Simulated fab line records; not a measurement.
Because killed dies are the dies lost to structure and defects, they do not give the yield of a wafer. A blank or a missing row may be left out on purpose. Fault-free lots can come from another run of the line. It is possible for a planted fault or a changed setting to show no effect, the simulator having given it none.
Which tool did it? / flow nand-harc / 6 lots, 18 wafers sampled, at 3 steps of a route of 1159

## WHAT THE GAUGES SHOWED, per wafer
NHARC_A_CONTACT_INSPECT_10.
lot=L975; measured=day 17 02:23; on=defect-inspect-01; raw-defect-count=26 26 16
lot=L979; measured=day 17 21:08; on=defect-inspect-02; raw-defect-count=32 21 23
lot=L989; measured=day 19 20:19; on=defect-inspect-02; raw-defect-count=30 48 31
lot=L991; measured=day 20 22:51; on=defect-inspect-01; raw-defect-count=33 633 629
lot=L993; measured=day 21 22:56; on=defect-inspect-01; raw-defect-count=32 34 33
lot=L997; measured=day 22 18:17; on=defect-inspect-01; raw-defect-count=17 11 10

## TOOL THAT RAN EACH LOT (tool first, then ch and the chambers of the sampled wafers, then the start)
lot=L975; NHARC_A_CONTACT_ETCH_133=har-cap-etch-03 ch 0,1, day 16 22:20; NHARC_A_CONTACT_DEP_85=pecvd-01 ch 1,2, day 17 01:35
lot=L979; NHARC_A_CONTACT_ETCH_133=har-cap-etch-01 ch 0,1, day 17 17:23; NHARC_A_CONTACT_DEP_85=pecvd-04 ch 0,1,2, day 17 20:28
lot=L989; NHARC_A_CONTACT_ETCH_133=har-cap-etch-01 ch 0,1, day 19 15:35; NHARC_A_CONTACT_DEP_85=pecvd-01 ch 0,1,2, day 19 19:28
lot=L991; NHARC_A_CONTACT_ETCH_133=har-cap-etch-01 ch 0,1, day 20 17:36; NHARC_A_CONTACT_DEP_85=pecvd-02 ch 0,1, day 20 22:01
lot=L993; NHARC_A_CONTACT_ETCH_133=har-cap-etch-02 ch 0,1, day 21 19:12; NHARC_A_CONTACT_DEP_85=pecvd-04 ch 1,2, day 21 22:13
lot=L997; NHARC_A_CONTACT_ETCH_133=har-cap-etch-02 ch 0,1, day 22 14:34; NHARC_A_CONTACT_DEP_85=pecvd-04 ch 0,1,2, day 22 17:28
- NHARC_A_CONTACT_ETCH_133: etches the open film in C4F8/O2/Ar, time 195 s, target depth 840 nm.
- NHARC_A_CONTACT_DEP_85: deposits SiON, target thk 50 nm.

## THE ANSWER, worked out from the rows above alone
Rule: the lots themselves supply what counts as usual. Put in order of their means at a reading, lots are off if they are a third of the lots or fewer, leave a main group of 4 or more, and stand apart from it by a gap of 3 or more times the standard deviation of the main group's means; of several such gaps the widest counts. A main group is skipped when, at the precision printed for the reading in the tables above, its means are all equal. A lot without any number at a reading at which 4 lots or more have one is off too. All remaining lots with rows at the step are treated as sound.
Off: L991 (NHARC_A_CONTACT_INSPECT_10, raw-defect-count). For the main group the mean is 26 and the standard deviation 8.3.
A tool fits if, at a process step before that reading, it ran every lot that is off, and no sound lot after the first of them. The gauges at NHARC_A_CONTACT_INSPECT_10 are tried like those tools. This does not decide it: 2 tools fit, namely har-cap-etch-01 at NHARC_A_CONTACT_ETCH_133 and pecvd-02 at NHARC_A_CONTACT_DEP_85.

## WHAT THE SIMULATOR HAD INSERTED
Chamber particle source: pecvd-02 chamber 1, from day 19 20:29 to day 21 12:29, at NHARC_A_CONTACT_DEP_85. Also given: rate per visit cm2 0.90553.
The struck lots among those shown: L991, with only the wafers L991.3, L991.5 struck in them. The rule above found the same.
